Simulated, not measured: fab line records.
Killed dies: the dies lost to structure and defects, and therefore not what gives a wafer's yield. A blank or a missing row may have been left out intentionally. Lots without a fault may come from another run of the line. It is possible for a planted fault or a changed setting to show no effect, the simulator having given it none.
Which tool is to blame? | flow nand harc | 24 lots with 72 wafers sampled at 6 steps, on a route of 1302 steps

== WHAT EACH GAUGE READ, for each wafer ==
Not one reading of a measure or inspect step in the record can be checked against a usual standard deviation.

== TOOL THAT RAN EACH LOT (tool first, then ch and the chambers of the sampled wafers, then the start) ==
lot  | NHARC_A_M0_DESCUM_14               | NHARC_A_M0_DEGAS_28          | NHARC_A_M0_PVD_21                       | NHARC_A_M1_ETCH_35                 | NHARC_A_BONDPAD_CMP_29        | NHARC_A_BONDPAD_DESCUM_11
L074 | rie diel-06 ch 0,1,2, day 23 04:19 | pvd sputter-01, day 23 05:14 | pvd sputter-01, day 23 08:26 or earlier | rie diel-08 ch 0,1,2, day 23 08:26 | cmp-01 ch 0,2,3, day 23 12:02 | rie diel-09 ch 0,1,2, day 23 12:57
L075 | rie diel-06 ch 0,1,2, day 23 05:07 | pvd sputter-01, day 23 06:04 | pvd sputter-01, day 23 09:16 or earlier | rie diel-08 ch 0,3, day 23 09:16   | cmp-01 ch 0,2, day 23 12:54   | rie diel-09 ch 0,2, day 23 13:56
L076 | rie diel-01 ch 0,1,2, day 23 10:46 | pvd sputter-01, day 23 11:41 | pvd sputter-01, day 23 14:47 or earlier | rie diel-08 ch 1,2, day 23 14:47   | cmp-04 ch 0,2,3, day 23 18:23 | rie diel-09 ch 0,2, day 23 19:19
L077 | rie diel-06 ch 1,3, day 24 11:20   | pvd sputter-03, day 24 12:15 | pvd sputter-03, day 24 15:29 or earlier | rie diel-11 ch 1,2, day 24 15:29   | cmp-01 ch 0,1,3, day 24 19:07 | rie diel-05 ch 0,1,3, day 24 19:58
L079 | rie diel-06 ch 0,1,2, day 24 22:18 | pvd sputter-03, day 24 23:13 | pvd sputter-03, day 25 02:26 or earlier | rie diel-11 ch 0,1,3, day 25 02:26 | cmp-01 ch 0,1,2, day 25 06:07 | rie diel-05 ch 0,2,3, day 25 07:08
L078 | rie diel-06 ch 2,3, day 25 12:28   | pvd sputter-03, day 25 13:23 | pvd sputter-03, day 25 16:38 or earlier | rie diel-11 ch 0,1,3, day 25 16:38 | cmp-04 ch 0,1,2, day 25 20:40 | rie diel-09 ch 1,2,3, day 25 21:40
L081 | rie diel-01 ch 0,3, day 25 18:02   | pvd sputter-02, day 25 18:56 | pvd sputter-02, day 25 22:13 or earlier | rie diel-11 ch 1,3, day 25 22:13   | cmp-01 ch 1,2,3, day 26 01:50 | rie diel-09 ch 0,1,3, day 26 02:48
L082 | rie diel-01 ch 1,2,3, day 26 05:01 | pvd sputter-03, day 26 05:55 | pvd sputter-03, day 26 09:10 or earlier | rie diel-11 ch 0,2,3, day 26 09:10 | cmp-02 ch 1,2,3, day 26 13:07 | rie diel-09 ch 0,1,3, day 26 14:10
L080 | rie diel-01 ch 0,1,2, day 26 08:15 | pvd sputter-01, day 26 09:11 | pvd sputter-01, day 26 12:16 or earlier | rie diel-08 ch 0,3, day 26 12:16   | cmp-01 ch 0,3, day 26 15:53   | rie diel-09 ch 1,2, day 26 16:55
L083 | rie diel-01 ch 1,2,3, day 26 09:26 | pvd sputter-02, day 26 10:20 | pvd sputter-02, day 26 13:48 or earlier | rie diel-03 ch 0,2, day 26 13:48   | cmp-04 ch 1,2,3, day 26 17:51 | rie diel-09 ch 0,1, day 26 18:52
L084 | rie diel-06 ch 2,3, day 26 15:08   | pvd sputter-01, day 26 16:05 | pvd sputter-01, day 26 19:28 or earlier | rie diel-03 ch 0,1, day 26 19:28   | cmp-02 ch 2,3, day 26 23:16   | rie diel-09 ch 2,3, day 27 00:10
L085 | rie diel-06 ch 1,2, day 27 13:20   | pvd sputter-03, day 27 14:16 | pvd sputter-03, day 27 17:22 or earlier | rie diel-11 ch 0,1,3, day 27 17:22 | cmp-01 ch 1,2,3, day 27 21:08 | rie diel-05 ch 0,1,3, day 27 22:10
L086 | rie diel-01 ch 0,1,3, day 27 19:02 | pvd sputter-01, day 27 19:57 | pvd sputter-01, day 27 23:12 or earlier | rie diel-03 ch 0,1,3, day 27 23:12 | cmp-02 ch 0,1, day 28 02:49   | rie diel-09 ch 1,2, day 28 03:43
L087 | rie diel-06 ch 0,1,3, day 27 21:26 | pvd sputter-01, day 27 22:21 | pvd sputter-01, day 28 01:46 or earlier | rie diel-08 ch 0,2, day 28 01:46   | cmp-01 ch 0,1,3, day 28 05:23 | rie diel-09 ch 0,2,3, day 28 06:17
L088 | rie diel-10 ch 0,2,3, day 29 02:24 | pvd sputter-03, day 29 03:19 | pvd sputter-03, day 29 06:25 or earlier | rie diel-11 ch 0,1,2, day 29 06:25 | cmp-01 ch 0,3, day 29 10:20   | rie diel-09 ch 0,2, day 29 11:15
L089 | rie diel-10 ch 1,2,3, day 29 04:07 | pvd sputter-03, day 29 05:01 | pvd sputter-03, day 29 08:19 or earlier | rie diel-11 ch 1,2,3, day 29 08:19 | cmp-04 ch 2,3, day 29 12:14   | rie diel-09 ch 1,2,3, day 29 13:07
L090 | rie diel-06 ch 1,2, day 29 21:40   | pvd sputter-02, day 29 22:34 | pvd sputter-02, day 30 01:46 or earlier | rie diel-11 ch 2,3, day 30 01:46   | cmp-01 ch 0,3, day 30 05:21   | rie diel-09 ch 1,3, day 30 06:16
L091 | rie diel-01 ch 0,1, day 29 22:44   | pvd sputter-02, day 29 23:39 | pvd sputter-02, day 30 02:47 or earlier | rie diel-11 ch 0,2,3, day 30 02:47 | cmp-01 ch 1,3, day 30 06:23   | rie diel-09 ch 0,2, day 30 07:17
L092 | rie diel-06 ch 1,2, day 30 02:44   | pvd sputter-03, day 30 03:41 | pvd sputter-03, day 30 06:55 or earlier | rie diel-03 ch 0,1,3, day 30 06:55 | cmp-02 ch 0,1,2, day 30 10:38 | rie diel-05 ch 1,2, day 30 11:39
L093 | rie diel-01 ch 0,1,2, day 30 19:04 | pvd sputter-02, day 30 19:59 | pvd sputter-02, day 30 23:12 or earlier | rie diel-03 ch 0,1, day 30 23:12   | cmp-02 ch 0,1,2, day 31 02:49 | rie diel-05 ch 1,2, day 31 03:50
L096 | rie diel-10 ch 0,1,2, day 31 01:50 | pvd sputter-02, day 31 02:46 | pvd sputter-02, day 31 06:10 or earlier | rie diel-03 ch 0,2, day 31 06:10   | cmp-01 ch 0,1,2, day 31 09:50 | rie diel-05 ch 1, day 31 10:49
L094 | rie diel-06 ch 0,2,3, day 31 02:08 | pvd sputter-01, day 31 03:05 | pvd sputter-01, day 31 06:26 or earlier | rie diel-11 ch 0,1,3, day 31 06:26 | cmp-02 ch 1,2,3, day 31 10:14 | rie diel-09 ch 1,2,3, day 31 11:16
L095 | rie diel-06 ch 1,2, day 31 07:32   | pvd sputter-02, day 31 08:29 | pvd sputter-02, day 31 11:52 or earlier | rie diel-08 ch 2,3, day 31 11:52   | cmp-01 ch 0,3, day 31 15:26   | rie diel-05 ch 0,1, day 31 16:29
L097 | rie diel-10 ch 0,1,3, day 32 19:14 | pvd sputter-02, day 32 20:12 | pvd sputter-02, day 32 23:28 or earlier | rie diel-11 ch 0,2, day 32 23:28   | cmp-04 ch 0,1, day 33 03:05   | rie diel-05 ch 0,1,2, day 33 04:07
- NHARC_A_M0_DESCUM_14: chemistry O2, time 3 s.
- NHARC_A_M0_DEGAS_28: time 60 s.
- NHARC_A_M0_PVD_21: deposits Cu, target thk 30 nm, time 20.49 s.
- NHARC_A_M1_ETCH_35: etches the open film in N2/H2, target depth 40 nm, overetch 12 nm, time 43.94 s.
- NHARC_A_BONDPAD_CMP_29: polishes SiCN, target thk 200 nm.
- NHARC_A_BONDPAD_DESCUM_11: chemistry O2, time 3 s.

== WHAT THE TOOLS THEMSELVES READ (means of the sampled wafers that have a number; where no wafer has one, the mark that the record gives instead) ==
NHARC_A_M0_DESCUM_14.
lot  | tool        | drypump motor current A (A) | oes product au (a.u.) | rf vpp V (V) | showerhead plenum p Torr (Torr) | throttle valve pct (%)
L074 | rie diel-06 | 6.1                         | 1.005                 | 58.4         | 1.92                            | 11.316
L075 | rie diel-06 | 6.1                         | 0.990                 | 58.4         | 1.92                            | 11.305
L076 | rie diel-01 | 5.5                         | 1.007                 | 58.1         | 1.90                            | 11.313
L077 | rie diel-06 | 5.7                         | 0.998                 | 58.5         | 1.95                            | 11.309
L079 | rie diel-06 | 6.0                         | 0.993                 | 58.7         | 1.92                            | 11.301
L078 | rie diel-06 | 5.6                         | 1.006                 | 57.7         | 1.86                            | 11.308
L081 | rie diel-01 | 5.0                         | 0.997                 | 57.4         | 1.85                            | 11.303
L082 | rie diel-01 | 5.5                         | 0.993                 | 58.3         | 1.89                            | 11.309
L080 | rie diel-01 | 5.5                         | 0.992                 | 57.7         | 1.90                            | 11.314
L083 | rie diel-01 | 5.5                         | 0.994                 | 57.0         | 1.89                            | 11.304
L084 | rie diel-06 | 5.9                         | 0.988                 | 56.5         | 1.82                            | 11.292
L085 | rie diel-06 | 6.0                         | 0.990                 | 57.7         | 1.92                            | 11.312
L086 | rie diel-01 | 5.2                         | 0.998                 | 57.5         | 1.89                            | 11.318
L087 | rie diel-06 | 5.8                         | 0.992                 | 58.8         | 1.95                            | 11.315
L088 | rie diel-10 | 5.8                         | 1.002                 | 58.4         | 1.95                            | 11.313
L089 | rie diel-10 | 5.6                         | 1.012                 | 58.3         | 1.90                            | 11.312
L090 | rie diel-06 | 6.1                         | 0.998                 | 58.1         | 1.85                            | 11.318
L091 | rie diel-01 | 5.1                         | 1.013                 | 56.8         | 1.89                            | 11.315
L092 | rie diel-06 | 6.0                         | 1.000                 | 57.6         | 1.85                            | 11.314
L093 | rie diel-01 | 5.5                         | 0.997                 | 57.6         | 1.89                            | 11.314
L096 | rie diel-10 | 5.7                         | 1.003                 | 58.2         | 1.96                            | 11.301
L094 | rie diel-06 | 5.8                         | 0.995                 | 57.7         | 1.89                            | 11.304
L095 | rie diel-06 | 6.0                         | 0.999                 | 58.3         | 1.85                            | 11.313
L097 | rie diel-10 | 5.7                         | 0.998                 | 57.3         | 1.93                            | 11.304

NHARC_A_M0_DEGAS_28.
lot  | tool           | heater power w (W)
L074 | pvd sputter-01 | 307
L075 | pvd sputter-01 | 317
L076 | pvd sputter-01 | 322
L077 | pvd sputter-03 | 326
L079 | pvd sputter-03 | 336
L078 | pvd sputter-03 | 326
L081 | pvd sputter-02 | 318
L082 | pvd sputter-03 | 301
L080 | pvd sputter-01 | 320
L083 | pvd sputter-02 | 331
L084 | pvd sputter-01 | 329
L085 | pvd sputter-03 | 341
L086 | pvd sputter-01 | 294
L087 | pvd sputter-01 | 317
L088 | pvd sputter-03 | 358
L089 | pvd sputter-03 | 324
L090 | pvd sputter-02 | 335
L091 | pvd sputter-02 | 298
L092 | pvd sputter-03 | 281
L093 | pvd sputter-02 | 327
L096 | pvd sputter-02 | 304
L094 | pvd sputter-01 | 305
L095 | pvd sputter-02 | 322
L097 | pvd sputter-02 | 305

NHARC_A_M0_PVD_21.
lot  | tool           | throttle valve pct (%)
L074 | pvd sputter-01 | 30.3
L075 | pvd sputter-01 | 29.9
L076 | pvd sputter-01 | 30.4
L077 | pvd sputter-03 | 29.5
L079 | pvd sputter-03 | 29.4
L078 | pvd sputter-03 | 29.8
L081 | pvd sputter-02 | 28.6
L082 | pvd sputter-03 | 29.3
L080 | pvd sputter-01 | 30.0
L083 | pvd sputter-02 | 28.7
L084 | pvd sputter-01 | 29.9
L085 | pvd sputter-03 | 29.4
L086 | pvd sputter-01 | 30.2
L087 | pvd sputter-01 | 30.1
L088 | pvd sputter-03 | 29.3
L089 | pvd sputter-03 | 29.7
L090 | pvd sputter-02 | 30.4
L091 | pvd sputter-02 | 30.1
L092 | pvd sputter-03 | 29.3
L093 | pvd sputter-02 | 30.1
L096 | pvd sputter-02 | 30.6
L094 | pvd sputter-01 | 30.5
L095 | pvd sputter-02 | 29.9
L097 | pvd sputter-02 | 30.1

NHARC_A_M1_ETCH_35.
lot  | tool        | drypump motor current A (A) | h2 flow sccm (sccm) | n2 flow sccm (sccm) | oes product au (a.u.) | rf fwd power W (W) | rf vpp V (V) | showerhead plenum p Torr (Torr) | throttle valve pct (%)
L074 | rie diel-08 | 6.0                         | 149.9               | 150.1               | 1.002                 | 395.9              | 431.0        | 2.08                            | 14.171
L075 | rie diel-08 | 5.3                         | 150.0               | 150.1               | 0.990                 | 393.5              | 430.5        | 2.01                            | 14.179
L076 | rie diel-08 | 6.2                         | 150.1               | 150.0               | 1.002                 | 396.3              | 431.8        | 2.10                            | 14.172
L077 | rie diel-11 | 5.5                         | 150.1               | 149.5               | 1.007                 | 396.2              | 434.5        | 2.17                            | 14.169
L079 | rie diel-11 | 5.9                         | 150.3               | 150.2               | 1.003                 | 395.2              | 431.1        | 2.04                            | 14.173
L078 | rie diel-11 | 5.9                         | 149.7               | 150.1               | 1.004                 | 395.4              | 431.3        | 2.04                            | 14.171
L081 | rie diel-11 | 6.1                         | 150.3               | 149.9               | 1.008                 | 397.4              | 431.2        | 2.07                            | 14.170
L082 | rie diel-11 | 5.5                         | 150.1               | 150.3               | 0.996                 | 395.5              | 430.4        | 2.06                            | 14.181
L080 | rie diel-08 | 5.5                         | 150.5               | 149.7               | 0.994                 | 393.7              | 431.0        | 2.07                            | 14.170
L083 | rie diel-03 | 5.1                         | 150.8               | 149.4               | 1.007                 | 393.1              | 431.4        | 2.09                            | 14.168
L084 | rie diel-03 | 5.6                         | 149.7               | 150.0               | 1.002                 | 396.5              | 432.5        | 2.10                            | 14.173
L085 | rie diel-11 | 5.9                         | 150.0               | 150.0               | 1.002                 | 395.2              | 430.7        | 2.04                            | 14.170
L086 | rie diel-03 | 5.9                         | 150.4               | 149.9               | 1.011                 | 396.4              | 430.9        | 2.04                            | 14.173
L087 | rie diel-08 | 5.9                         | 150.2               | 150.0               | 1.006                 | 398.0              | 433.4        | 2.14                            | 14.169
L088 | rie diel-11 | 5.7                         | 149.8               | 150.3               | 0.995                 | 397.0              | 431.6        | 2.11                            | 14.177
L089 | rie diel-11 | 5.7                         | 149.9               | 150.2               | 1.011                 | 396.3              | 432.5        | 2.10                            | 14.170
L090 | rie diel-11 | 5.3                         | 150.2               | 150.0               | 1.000                 | 395.2              | 433.1        | 2.12                            | 14.178
L091 | rie diel-11 | 5.5                         | 149.4               | 149.6               | 0.992                 | 395.5              | 430.7        | 2.06                            | 14.167
L092 | rie diel-03 | 5.9                         | 149.9               | 150.2               | 1.001                 | 394.8              | 429.9        | 2.03                            | 14.173
L093 | rie diel-03 | 5.6                         | 149.7               | 150.2               | 0.998                 | 396.6              | 431.5        | 2.10                            | 14.178
L096 | rie diel-03 | 5.2                         | 150.4               | 150.2               | 0.995                 | 394.4              | 431.2        | 2.10                            | 14.169
L094 | rie diel-11 | 5.9                         | 150.2               | 150.0               | 1.013                 | 395.3              | 430.6        | 2.04                            | 14.171
L095 | rie diel-08 | 5.4                         | 150.1               | 149.9               | 1.013                 | 393.6              | 430.1        | 2.01                            | 14.169
L097 | rie diel-11 | 5.4                         | 150.4               | 149.7               | 0.993                 | 395.0              | 431.3        | 2.07                            | 14.161

NHARC_A_BONDPAD_CMP_29.
lot  | tool   | motor current A (A)
L074 | cmp-01 | 11.7
L075 | cmp-01 | 11.1
L076 | cmp-04 | 11.7
L077 | cmp-01 | 12.6
L079 | cmp-01 | 12.6
L078 | cmp-04 | 11.5
L081 | cmp-01 | 12.2
L082 | cmp-02 | 12.0
L080 | cmp-01 | 12.2
L083 | cmp-04 | 12.4
L084 | cmp-02 | 11.5
L085 | cmp-01 | 12.6
L086 | cmp-02 | 13.5
L087 | cmp-01 | 13.1
L088 | cmp-01 | 12.0
L089 | cmp-04 | 12.1
L090 | cmp-01 | 12.0
L091 | cmp-01 | 13.8
L092 | cmp-02 | 11.8
L093 | cmp-02 | 12.3
L096 | cmp-01 | 12.7
L094 | cmp-02 | 12.6
L095 | cmp-01 | 11.8
L097 | cmp-04 | 11.7

NHARC_A_BONDPAD_DESCUM_11.
lot  | tool        | drypump motor current A (A) | oes product au (a.u.) | rf vpp V (V) | showerhead plenum p Torr (Torr) | throttle valve pct (%)
L074 | rie diel-09 | 5.93                        | 1.005                 | 57.7         | 1.88                            | 11.314
L075 | rie diel-09 | 5.77                        | 1.002                 | 56.7         | 1.88                            | 11.306
L076 | rie diel-09 | 5.78                        | 1.004                 | 56.9         | 1.88                            | 11.312
L077 | rie diel-05 | 5.98                        | 1.000                 | 57.2         | 1.91                            | 11.307
L079 | rie diel-05 | 5.86                        | 1.002                 | 58.2         | 1.86                            | 11.304
L078 | rie diel-09 | 6.09                        | 1.000                 | 58.0         | 1.86                            | 11.304
L081 | rie diel-09 | 6.03                        | 0.999                 | 57.5         | 1.88                            | 11.317
L082 | rie diel-09 | 6.06                        | 0.995                 | 58.0         | 1.88                            | 11.305
L080 | rie diel-09 | 6.09                        | 1.009                 | 56.4         | 1.85                            | 11.308
L083 | rie diel-09 | 5.93                        | 0.992                 | 57.5         | 1.90                            | 11.308
L084 | rie diel-09 | 5.91                        | 0.996                 | 57.5         | 1.85                            | 11.319
L085 | rie diel-05 | 5.96                        | 0.981                 | 56.8         | 1.90                            | 11.303
L086 | rie diel-09 | 5.95                        | 1.006                 | 57.1         | 1.84                            | 11.307
L087 | rie diel-09 | 5.91                        | 0.991                 | 56.8         | 1.88                            | 11.312
L088 | rie diel-09 | 5.78                        | 0.997                 | 58.2         | 1.87                            | 11.309
L089 | rie diel-09 | 6.08                        | 1.004                 | 57.8         | 1.85                            | 11.308
L090 | rie diel-09 | 6.24                        | 1.001                 | 57.8         | 1.86                            | 11.312
L091 | rie diel-09 | 5.76                        | 0.990                 | 57.6         | 1.90                            | 11.303
L092 | rie diel-05 | 6.07                        | 0.979                 | 57.8         | 1.94                            | 11.312
L093 | rie diel-05 | 6.07                        | 0.979                 | 58.0         | 1.94                            | 11.309
L096 | rie diel-05 | 6.19                        | 0.973                 | 58.6         | 1.99                            | 11.304
L094 | rie diel-09 | 6.11                        | 1.001                 | 57.8         | 1.85                            | 11.316
L095 | rie diel-05 | 6.07                        | 0.983                 | 57.6         | 1.84                            | 11.303
L097 | rie diel-05 | 6.00                        | 0.992                 | 58.6         | 1.97                            | 11.311

== THE ANSWER, worked out from the rows above alone ==
Rule: the usual values come from the lots themselves. The widest of any qualifying gaps counts: lots, ordered by their means at a reading, are off when they make up no more than a third of the lots, leave a main group of 4 or more, and stand apart from it by 3 or more times the standard deviation of that group's means. A main group whose means are all the same, to the digits that the tables above print for the reading, isn't used. A lot without any number at a reading at which 4 lots or more have one is off too. All remaining lots with rows at the step are treated as sound. The gauges are gone through in route order, then the tools' own readings, and for those a lot's mean is taken as printed above. At the first step where some lot is off, the reading lying furthest off is the one used; lots without a number count as furthest.
Nothing can be told from this: no lot is off at any reading shown.

== WHAT HAD BEEN PUT IN BY THE SIMULATOR ==
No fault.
